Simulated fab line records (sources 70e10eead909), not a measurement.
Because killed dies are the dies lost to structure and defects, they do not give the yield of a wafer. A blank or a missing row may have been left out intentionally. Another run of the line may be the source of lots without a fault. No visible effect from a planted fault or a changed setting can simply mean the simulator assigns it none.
What tool caused it?    flow nandHarc    route of 1159 steps, sampled at 1 step: 24 lots, 72 wafers

## WHAT EACH GAUGE READ, for each wafer
NHARC_A_CONTACT_INSPECT_71. Usual: 29 for rawDefectCount, sd 15.
lot   measured      on                rawDefectCount  flag
L077  day 19 20:41  defectInspect-01  14 23 21        
L078  day 19 22:19  defectInspect-01  10 7 12         
L076  day 20 06:24  defectInspect-02  4 11 5          
L074  day 20 07:55  defectInspect-02  18 19 32        
L075  day 20 12:08  defectInspect-02  41 34 54        
L082  day 20 18:26  defectInspect-01  18 19 8         
L080  day 20 19:11  defectInspect-01  25 30 24        
L079  day 21 03:22  defectInspect-01  12 15 17        
L081  day 21 05:18  defectInspect-01  39 35 41        
L084  day 21 10:20  defectInspect-02  27 34 30        
L083  day 21 11:54  defectInspect-02  27 37 31        
L087  day 21 21:05  defectInspect-02  51 47 53        
L085  day 22 12:46  defectInspect-02  9 18 16         
L088  day 22 12:47  defectInspect-02  33 48 39        
L089  day 22 15:30  defectInspect-02  37 44 18        
L093  day 22 22:29  defectInspect-01  48 30 43        
L092  day 23 00:57  defectInspect-02  9 12 11         
L091  day 23 02:49  defectInspect-02  40 36 31        
L095  day 23 03:30  defectInspect-02  55 63 57        
L094  day 23 07:40  defectInspect-02  33 17 22        
L090  day 23 08:22  defectInspect-01  25 25 32        
L086  day 23 19:44  defectInspect-01  45 57 58        
L097  day 24 06:56  defectInspect-02  13 14 15        
L096  day 24 10:51  defectInspect-01  45 46 38        

## WHICH TOOL RAN EACH LOT (tool, then ch and the chambers of the sampled wafers, then the start)
There is no process step in the record ahead of these readings.

## WHAT THE TOOLS THEMSELVES READ (means of the sampled wafers that have a number; where no wafer has one, the mark that the record gives instead)
The record holds no such reading with a usual standard deviation.

## THE ANSWER, worked out from the rows above alone
Rule: a lot is off if the mean of its wafers that have a number lies more than 3 standard deviations from the usual mean. A lot without any number at a reading at which 4 lots or more have one is off too. The other lots that the step has rows for count as sound. First the gauges in route order, then the tools' own readings, where a lot's mean is used as printed above. At the first step where some lot is off, the reading lying furthest off is the one used; lots without a number count as furthest.
No lot is off at any reading shown: from this, nothing can be told.

## WHAT THE SIMULATOR PUT IN
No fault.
